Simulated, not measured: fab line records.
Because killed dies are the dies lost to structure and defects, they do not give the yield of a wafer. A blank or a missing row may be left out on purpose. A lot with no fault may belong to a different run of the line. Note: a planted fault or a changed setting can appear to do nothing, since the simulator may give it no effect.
Matching of chambers | flow nand_harc | cmp-04 running NHARC_P_CONTACT_CMP_01: 4 sister chambers
The step polishes SiO2, target thk 200 nm. 22 wafers are shown with their chamber, then 11 later ones without.

WAFERS, EACH WITH ITS CHAMBER
wafer  | chamber | motor_current_A (A) | edge_zone_pressure_frac | slurry_filter_dp_kPa (kPa)
L076.1 | 0       | 11.3                | 0.999                   | 13.53
L076.4 | 2       | 12.5                | 0.996                   | 13.40
L076.5 | 0       | 11.4                | 1.001                   | 13.40
L078.1 | 1       | 14.1                | 1.003                   | 13.52
L078.2 | 3       | 11.2                | 0.995                   | 13.77
L078.5 | 1       | 14.6                | 0.994                   | 13.62
L081.2 | 2       | 13.0                | 0.992                   | 13.73
L081.4 | 0       | 11.5                | 0.994                   | 13.43
L081.5 | 2       | 13.2                | 0.986                   | 13.45
L082.1 | 1       | 14.2                | 0.997                   | 13.56
L082.2 | 0       | 11.7                | 0.998                   | 13.67
L082.4 | 3       | 10.9                | 0.996                   | 13.47
L085.4 | 0       | 12.0                | 0.999                   | 13.50
L085.5 | 2       | 12.8                | 0.997                   | 13.51
L085.6 | 3       | 11.2                | 1.006                   | 13.51
L084.2 | 1       | 13.5                | 0.997                   | 13.50
L084.5 | 2       | 12.7                | 0.997                   | 13.54
L084.6 | 3       | 10.8                | 1.005                   | 13.41
L087.1 | 1       | 14.5                | 1.007                   | 13.77
L087.2 | 3       | 10.9                | 1.004                   | 13.38
L087.6 | 3       | 10.3                | 0.996                   | 13.52
L088.2 | 3       | 10.6                | 1.000                   | 13.60

SIGNATURES (means of the wafers above)
reading                 | chamber 0 | chamber 1 | chamber 2 | chamber 3 | scatter within a chamber
motor_current_A         | 11.580    | 14.180    | 12.840    | 10.843    | 0.33
edge_zone_pressure_frac | 0.99820   | 0.99960   | 0.99360   | 1.00029   | 0.00448
slurry_filter_dp_kPa    | 13.5060   | 13.5940   | 13.5260   | 13.5229   | 0.12
Rule: distance of a wafer from a chamber = root of the sum over the readings of ((wafer's reading minus chamber's mean) / reading's scatter) squared. If the next closest chamber is less than 2 further off than the closest, the wafer can't be placed; otherwise it belongs to the closest. The scatter is the square root of a quotient: the sum, over the shown wafers, of each reading's squared deviation from its chamber's mean, divided by wafers minus chambers.

WAFERS WITH NO CHAMBER GIVEN
wafer  | motor_current_A (A) | edge_zone_pressure_frac | slurry_filter_dp_kPa (kPa)
L088.3 | 12.3                | 0.993                   | 13.82
L088.6 | 12.7                | 1.006                   | 13.23
L090.1 | 12.3                | 1.006                   | 13.50
L090.2 | 11.7                | 1.000                   | 13.74
L090.3 | 12.7                | 0.999                   | 13.49
L095.1 | 11.9                | 0.996                   | 13.18
L095.2 | 10.8                | 0.994                   | 13.24
L095.6 | 11.4                | 0.999                   | 13.38
L097.1 | 11.7                | 0.987                   | 13.56
L097.3 | 12.6                | 1.001                   | 13.32
L097.4 | 14.6                | 0.998                   | 13.43

WHICH CHAMBER EACH ONE RAN IN
wafer  | from the rows above          | in truth
L088.3 | can't be placed: 2 or 0      | 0
L088.6 | can't be placed: 2 or 0 or 1 | 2
L090.1 | can't be placed: 0 or 2 or 3 | 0
L090.2 | can't be placed: 0 or 3      | 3
L090.3 | 2                            | 2
L095.1 | can't be placed: 0 or 2 or 3 | 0
L095.2 | can't be placed: 3 or 0      | 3
L095.6 | can't be placed: 0 or 3      | 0
L097.1 | can't be placed: 0 or 2 or 3 | 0
L097.3 | can't be placed: 2 or 0      | 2
L097.4 | 1                            | 1
Correct placement for 2 of the 11. From these rows, 9 cannot be placed; in 9 the true chamber is one of the candidates. Wrongly placed: 0.
